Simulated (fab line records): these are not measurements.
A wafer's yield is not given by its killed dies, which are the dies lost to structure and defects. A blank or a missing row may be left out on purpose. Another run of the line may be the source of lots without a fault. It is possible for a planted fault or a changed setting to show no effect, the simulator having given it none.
Which tool did it? + flow nand harc + route of 1302 steps, sampled at 1 step: 12 lots, 36 wafers

## WHAT THE GAUGES SHOWED, per wafer
NHARC_A_SLIT_OVL_MEAS_10.
| lot  | measured     | on         | overlay x nm (nm) |
|------|--------------|------------|-------------------|
| L077 | day 20 08:18 | overlay-01 | -0.9 -0.3 0.0     |
| L075 | day 20 11:35 | overlay-02 | 0.0 0.5 0.0       |
| L079 | day 21 10:08 | overlay-01 | 0.6 0.0 -0.1      |
| L080 | day 22 05:01 | overlay-01 | 0.9 0.3 0.9       |
| L082 | day 22 17:52 | overlay-02 | 0.9 1.1 0.5       |
| L085 | day 24 00:18 | overlay-02 | -0.4 -0.4 -0.2    |
| L087 | day 25 07:01 | overlay-01 | -0.4 -0.4 -0.2    |
| L088 | day 25 18:38 | overlay-01 | 1.5 2.0 1.8       |
| L092 | day 26 05:32 | overlay-02 | 1.9 0.4 1.3       |
| L093 | day 27 11:19 | overlay-02 | -0.5 -0.8 -0.7    |
| L095 | day 28 09:53 | overlay-01 | -0.2 -0.2 -0.3    |
| L097 | day 29 14:01 | overlay-02 | 0.2 0.3 0.3       |

## TOOL THAT RAN EACH LOT (tool first, then ch and the chambers of the sampled wafers, then the start)
Record: no process step prior to these readings.

## THE ANSWER, worked out from the rows above alone
Rule: the usual values come from the lots themselves. Put in order of their means at a reading, lots are off if they are a third of the lots or fewer, leave a main group of 4 or more, and stand apart from it by a gap of 3 or more times the standard deviation of the main group's means; of several such gaps the widest counts. If all means in a main group match to the digits the tables above print for the reading, that group is not used. A lot without any number at a reading at which 4 lots or more have one is off too. All remaining lots with rows at the step are treated as sound.
No lot is off at any reading shown: from this, nothing can be told.

## WHAT WAS PUT IN BY THE SIMULATOR
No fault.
